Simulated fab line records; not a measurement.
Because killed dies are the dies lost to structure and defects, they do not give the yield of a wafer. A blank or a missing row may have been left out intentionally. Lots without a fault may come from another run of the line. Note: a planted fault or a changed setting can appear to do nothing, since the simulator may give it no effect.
Matching of chambers || flow nand-harc || rie-diel-13 running NHARC_A_CONTACT_ETCH_96: 4 sister chambers
The step etches the open film in C4F6/O2, target depth 20 nm, time 10 s. 16 wafers are shown with their chamber, then 8 later ones without.

WAFERS, EACH WITH ITS CHAMBER
{"wafer": "L813.4", "chamber": 0, "showerhead-plenum-p-Torr (Torr)": 3.91, "rf-vpp-V (V)": 547.1, "oes-product-au (a.u.)": 1.02}
{"wafer": "L813.5", "chamber": 1, "showerhead-plenum-p-Torr (Torr)": 4.00, "rf-vpp-V (V)": 548.4, "oes-product-au (a.u.)": 1.00}
{"wafer": "L813.6", "chamber": 0, "showerhead-plenum-p-Torr (Torr)": 3.91, "rf-vpp-V (V)": 547.3, "oes-product-au (a.u.)": 1.01}
{"wafer": "L816.2", "chamber": 0, "showerhead-plenum-p-Torr (Torr)": 3.91, "rf-vpp-V (V)": 547.0, "oes-product-au (a.u.)": 1.02}
{"wafer": "L816.4", "chamber": 1, "showerhead-plenum-p-Torr (Torr)": 4.00, "rf-vpp-V (V)": 548.9, "oes-product-au (a.u.)": 0.99}
{"wafer": "L816.5", "chamber": 1, "showerhead-plenum-p-Torr (Torr)": 4.00, "rf-vpp-V (V)": 548.6, "oes-product-au (a.u.)": 1.01}
{"wafer": "L818.1", "chamber": 2, "showerhead-plenum-p-Torr (Torr)": 4.06, "rf-vpp-V (V)": 549.1, "oes-product-au (a.u.)": 1.02}
{"wafer": "L818.2", "chamber": 1, "showerhead-plenum-p-Torr (Torr)": 4.00, "rf-vpp-V (V)": 549.1, "oes-product-au (a.u.)": 1.01}
{"wafer": "L818.3", "chamber": 3, "showerhead-plenum-p-Torr (Torr)": 4.01, "rf-vpp-V (V)": 548.9, "oes-product-au (a.u.)": 1.01}
{"wafer": "L819.2", "chamber": 3, "showerhead-plenum-p-Torr (Torr)": 4.01, "rf-vpp-V (V)": 548.4, "oes-product-au (a.u.)": 0.94}
{"wafer": "L819.5", "chamber": 2, "showerhead-plenum-p-Torr (Torr)": 4.06, "rf-vpp-V (V)": 549.2, "oes-product-au (a.u.)": 0.96}
{"wafer": "L819.6", "chamber": 1, "showerhead-plenum-p-Torr (Torr)": 4.00, "rf-vpp-V (V)": 549.0, "oes-product-au (a.u.)": 0.96}
{"wafer": "L820.1", "chamber": 0, "showerhead-plenum-p-Torr (Torr)": 3.91, "rf-vpp-V (V)": 546.9, "oes-product-au (a.u.)": 1.01}
{"wafer": "L820.5", "chamber": 3, "showerhead-plenum-p-Torr (Torr)": 4.01, "rf-vpp-V (V)": 549.6, "oes-product-au (a.u.)": 0.99}
{"wafer": "L820.6", "chamber": 0, "showerhead-plenum-p-Torr (Torr)": 3.91, "rf-vpp-V (V)": 545.7, "oes-product-au (a.u.)": 1.01}
{"wafer": "L822.2", "chamber": 3, "showerhead-plenum-p-Torr (Torr)": 4.00, "rf-vpp-V (V)": 550.2, "oes-product-au (a.u.)": 0.94}

SIGNATURES (averages over the wafers above)
{"reading": "showerhead-plenum-p-Torr", "chamber 0": 3.9100, "chamber 1": 4.0000, "chamber 2": 4.0600, "chamber 3": 4.0075, "scatter within a chamber": 0.0025}
{"reading": "rf-vpp-V", "chamber 0": 546.800, "chamber 1": 548.800, "chamber 2": 549.150, "chamber 3": 549.275, "scatter within a chamber": 0.564}
{"reading": "oes-product-au", "chamber 0": 1.0140, "chamber 1": 0.9940, "chamber 2": 0.9900, "chamber 3": 0.9700, "scatter within a chamber": 0.0249}
Rule: a wafer lies at a distance from a chamber equal to the root of the sum of squares, over the readings, of (its reading less the chamber's mean, divided by the reading's scatter). If the next closest chamber is less than 2 further off than the closest, the wafer can't be placed; otherwise it belongs to the closest. How the scatter is found: for the shown wafers, subtract from each reading the mean of its chamber, square and add these, divide the total by (wafers less chambers), then take the root.

WAFERS MISSING THEIR CHAMBER
{"wafer": "L822.3", "showerhead-plenum-p-Torr (Torr)": 4.00, "rf-vpp-V (V)": 550.1, "oes-product-au (a.u.)": 0.94}
{"wafer": "L822.5", "showerhead-plenum-p-Torr (Torr)": 4.00, "rf-vpp-V (V)": 548.8, "oes-product-au (a.u.)": 0.93}
{"wafer": "L826.4", "showerhead-plenum-p-Torr (Torr)": 3.99, "rf-vpp-V (V)": 547.9, "oes-product-au (a.u.)": 0.95}
{"wafer": "L826.5", "showerhead-plenum-p-Torr (Torr)": 3.99, "rf-vpp-V (V)": 548.4, "oes-product-au (a.u.)": 0.95}
{"wafer": "L826.6", "showerhead-plenum-p-Torr (Torr)": 4.05, "rf-vpp-V (V)": 549.0, "oes-product-au (a.u.)": 0.96}
{"wafer": "L830.1", "showerhead-plenum-p-Torr (Torr)": 3.99, "rf-vpp-V (V)": 548.7, "oes-product-au (a.u.)": 1.01}
{"wafer": "L830.2", "showerhead-plenum-p-Torr (Torr)": 4.05, "rf-vpp-V (V)": 551.1, "oes-product-au (a.u.)": 1.02}
{"wafer": "L830.6", "showerhead-plenum-p-Torr (Torr)": 3.99, "rf-vpp-V (V)": 548.9, "oes-product-au (a.u.)": 1.01}

THE CHAMBER EACH PASSED THROUGH
{"wafer": "L822.3", "from the rows above": "can't be placed: 1 or 3", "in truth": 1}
{"wafer": "L822.5", "from the rows above": "can't be placed: 1 or 3", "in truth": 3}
{"wafer": "L826.4", "from the rows above": 1, "in truth": 1}
{"wafer": "L826.5", "from the rows above": 1, "in truth": 1}
{"wafer": "L826.6", "from the rows above": 2, "in truth": 2}
{"wafer": "L830.1", "from the rows above": 1, "in truth": 1}
{"wafer": "L830.2", "from the rows above": 2, "in truth": 2}
{"wafer": "L830.6", "from the rows above": 1, "in truth": 1}
Correctly placed: 6 of 8. Cannot be placed on the basis of these rows: 2; the candidates contain the true chamber in 2. Placed wrongly: 0.
